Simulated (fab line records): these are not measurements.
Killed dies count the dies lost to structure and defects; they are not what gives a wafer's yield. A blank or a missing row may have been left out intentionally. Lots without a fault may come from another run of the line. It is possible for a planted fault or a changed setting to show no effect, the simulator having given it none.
Split-lot study :: flow n5-finfet :: 21 wafers read across 7 lots, on a route 1938 steps long

ON THE SPLIT
At N5_BEOL_M5_COAT_71 (time 60 s, resist thk 5 nm), the setting spin-rpm was moved away from the recipe's 1500 rpm on 6 of the 21 wafers read, by -10.4% to +9.7%. The other wafers ran this setting at the recipe's value.

FROM THE SPLIT TO THE READING: what the file shows between them, 3 steps
- N5_BEOL_M5_COAT_05: resist thk 30 nm
- N5_BEOL_M5_EBR_07
- N5_BEOL_M5_DESCUM_16: chemistry O2, time 7 s

THE READING
etch.depth-nm (the simulator's own value, which no gauge read), in nm, at N5_BEOL_M5_ETCH_72 (etches underlayer in N2/H2, target depth 6.5 nm, time 5.2 s). There is no usual value for it anywhere in the file. Average 4.996 nm, standard deviation 0.013 nm, over the 15 wafers here run with the recipe.

wafer: L083.2
tool, chamber at the split: litho-track-03, 0
spin-rpm as run, rpm: 1500
against the recipe: recipe
etch.depth-nm, nm: 4.98
against lot-mates on the recipe: -

wafer: L083.3
tool, chamber at the split: litho-track-03, 0
spin-rpm as run, rpm: 1500
against the recipe: recipe
etch.depth-nm, nm: 4.982
against lot-mates on the recipe: -

wafer: L083.4
tool, chamber at the split: litho-track-03, 0
spin-rpm as run, rpm: 1500
against the recipe: recipe
etch.depth-nm, nm: 4.992
against lot-mates on the recipe: -

wafer: L086.2
tool, chamber at the split: litho-track-03, 0
spin-rpm as run, rpm: 1500
against the recipe: recipe
etch.depth-nm, nm: 5.006
against lot-mates on the recipe: -

wafer: L086.3
tool, chamber at the split: litho-track-03, 0
spin-rpm as run, rpm: 1500
against the recipe: recipe
etch.depth-nm, nm: 4.998
against lot-mates on the recipe: -

wafer: L086.6
tool, chamber at the split: litho-track-03, 0
spin-rpm as run, rpm: 1500
against the recipe: recipe
etch.depth-nm, nm: 4.998
against lot-mates on the recipe: -

wafer: L088.2
tool, chamber at the split: litho-track-04, 0
spin-rpm as run, rpm: 1358
against the recipe: -9.5%
etch.depth-nm, nm: 5.255
against lot-mates on the recipe: +0.237

wafer: L088.3
tool, chamber at the split: litho-track-04, 0
spin-rpm as run, rpm: 1500
against the recipe: recipe
etch.depth-nm, nm: 5.018
against lot-mates on the recipe: -

wafer: L088.6
tool, chamber at the split: litho-track-04, 0
spin-rpm as run, rpm: 1358
against the recipe: -9.5%
etch.depth-nm, nm: 5.276
against lot-mates on the recipe: +0.258

wafer: L090.4
tool, chamber at the split: litho-track-04, 0
spin-rpm as run, rpm: 1642
against the recipe: +9.5%
etch.depth-nm, nm: 4.791
against lot-mates on the recipe: -0.225

wafer: L090.5
tool, chamber at the split: litho-track-04, 0
spin-rpm as run, rpm: 1500
against the recipe: recipe
etch.depth-nm, nm: 5.025
against lot-mates on the recipe: -

wafer: L090.6
tool, chamber at the split: litho-track-04, 0
spin-rpm as run, rpm: 1500
against the recipe: recipe
etch.depth-nm, nm: 5.007
against lot-mates on the recipe: -

wafer: L092.2
tool, chamber at the split: litho-track-02, 0
spin-rpm as run, rpm: 1500
against the recipe: recipe
etch.depth-nm, nm: 4.987
against lot-mates on the recipe: -

wafer: L092.3
tool, chamber at the split: litho-track-02, 0
spin-rpm as run, rpm: 1500
against the recipe: recipe
etch.depth-nm, nm: 4.984
against lot-mates on the recipe: -

wafer: L092.5
tool, chamber at the split: litho-track-02, 0
spin-rpm as run, rpm: 1645
against the recipe: +9.7%
etch.depth-nm, nm: 4.759
against lot-mates on the recipe: -0.226

wafer: L094.1
tool, chamber at the split: litho-track-04, 0
spin-rpm as run, rpm: 1500
against the recipe: recipe
etch.depth-nm, nm: 4.98
against lot-mates on the recipe: -

wafer: L094.2
tool, chamber at the split: litho-track-04, 0
spin-rpm as run, rpm: 1344
against the recipe: -10.4%
etch.depth-nm, nm: 5.272
against lot-mates on the recipe: +0.285

wafer: L094.3
tool, chamber at the split: litho-track-04, 0
spin-rpm as run, rpm: 1500
against the recipe: recipe
etch.depth-nm, nm: 4.994
against lot-mates on the recipe: -

wafer: L096.3
tool, chamber at the split: litho-track-04, 0
spin-rpm as run, rpm: 1403
against the recipe: -6.5%
etch.depth-nm, nm: 5.161
against lot-mates on the recipe: +0.169

wafer: L096.4
tool, chamber at the split: litho-track-04, 0
spin-rpm as run, rpm: 1500
against the recipe: recipe
etch.depth-nm, nm: 4.995
against lot-mates on the recipe: -

wafer: L096.5
tool, chamber at the split: litho-track-04, 0
spin-rpm as run, rpm: 1500
against the recipe: recipe
etch.depth-nm, nm: 4.989
against lot-mates on the recipe: -

FIT RESULTS
A straight line over all 21 wafers: etch.depth-nm changes by -0.0257 nm for each +1% of spin-rpm; r = -0.99; the points scatter about the line by 0.017 nm.
The same after taking each lot's own level away (the mean of its wafers on the recipe; 21 wafers): -0.0254 nm for each +1%; r = -1.00; scatter 0.009 nm.
Per that fit: largest spin-rpm move, reading shift of 0.26 nm.
Across the lots, their own levels run from 4.9847 to 5.0180 nm, a range of 2.6 times the standard deviation given above.
The two slopes are in agreement: the lot-to-lot level therefore moves the slope only a little.
Check: for one of the wafers moved furthest among these (-10.4%), held out of the fit, the line's prediction against its lot-mates is +0.262 nm. Against them it came out at +0.285 nm.

OTHER SPLITS APPLIED TO THESE WAFERS
Before the reading, these wafers also passed through other splits. Each is held against what the fit with the lots' levels taken away leaves over:
other split on the same wafers: N5_BEOL_M5_ILD_DEP_00 time-s
wafers away from the commonest value: 8
r with etch.depth-nm (lot level and that fit taken away): -0.21

FILE'S OWN FIT
etch.depth-nm changes by -0.0254 nm for each +1% of spin-rpm, r = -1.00.
